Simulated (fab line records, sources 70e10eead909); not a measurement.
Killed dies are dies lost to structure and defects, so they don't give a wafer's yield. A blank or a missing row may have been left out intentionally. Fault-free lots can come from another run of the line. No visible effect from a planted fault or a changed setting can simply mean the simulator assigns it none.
Chamber matching ; flow nandHarc ; 4 sister chambers for NHARC_A_CHANNEL_HOLE_D1_ETCH_44 on rieDiel-11
The step etches the open film in CF4/O2, target depth 140 nm, overetch 14 nm, time 77 s. 14 wafers are shown with their chamber, then 7 later ones without.

## WAFERS PAIRED WITH THEIR CHAMBERS
wafer;chamber;drypumpMotorCurrentA (A);showerheadPlenumPTorr (Torr);rfVppV (V)
L171.1;1;5.5;1.25;197.1
L171.4;0;5.3;1.37;196.6
L171.5;1;5.5;1.25;194.7
L174.1;0;5.4;1.37;200.1
L174.3;1;5.5;1.25;195.2
L174.6;3;6.4;1.30;196.7
L176.1;0;5.3;1.37;198.2
L176.2;2;4.8;1.34;196.8
L176.3;1;5.5;1.25;196.1
L188.1;2;4.8;1.34;196.6
L188.2;0;5.4;1.36;198.4
L188.3;3;6.4;1.30;198.0
L190.2;2;4.8;1.34;197.0
L190.5;2;4.8;1.34;198.5

SIGNATURES (averages over the wafers above)
reading;chamber 0;chamber 1;chamber 2;chamber 3;scatter within a chamber
drypumpMotorCurrentA;5.350;5.500;4.800;6.400;0.0316
showerheadPlenumPTorr;1.3675;1.2500;1.3400;1.3000;0.00274
rfVppV;198.325;195.775;197.225;197.350;1.12
Rule: distance of a wafer from a chamber = root of the sum over the readings of ((wafer's reading minus chamber's mean) / reading's scatter) squared. The wafer belongs to the nearest chamber; if the next one is less than 2 further off, it can't be placed. How the scatter is found: for the shown wafers, subtract from each reading the mean of its chamber, square and add these, divide the total by (wafers less chambers), then take the root.

## WAFERS MISSING THEIR CHAMBER
wafer;drypumpMotorCurrentA (A);showerheadPlenumPTorr (Torr);rfVppV (V)
L190.6;5.5;1.25;196.9
L191.2;6.4;1.30;197.2
L191.4;4.8;1.34;198.2
L191.5;5.5;1.25;195.9
L193.2;5.3;1.36;198.6
L193.4;5.5;1.25;194.2
L193.6;5.3;1.36;199.6

## THE CHAMBER EACH PASSED THROUGH
wafer;from the rows above;in truth
L190.6;1;1
L191.2;3;3
L191.4;2;2
L191.5;1;1
L193.2;0;0
L193.4;1;1
L193.6;0;0
Correctly placed: 7 of 7. Left unplaced by these rows: 0. Number placed wrongly: 0.
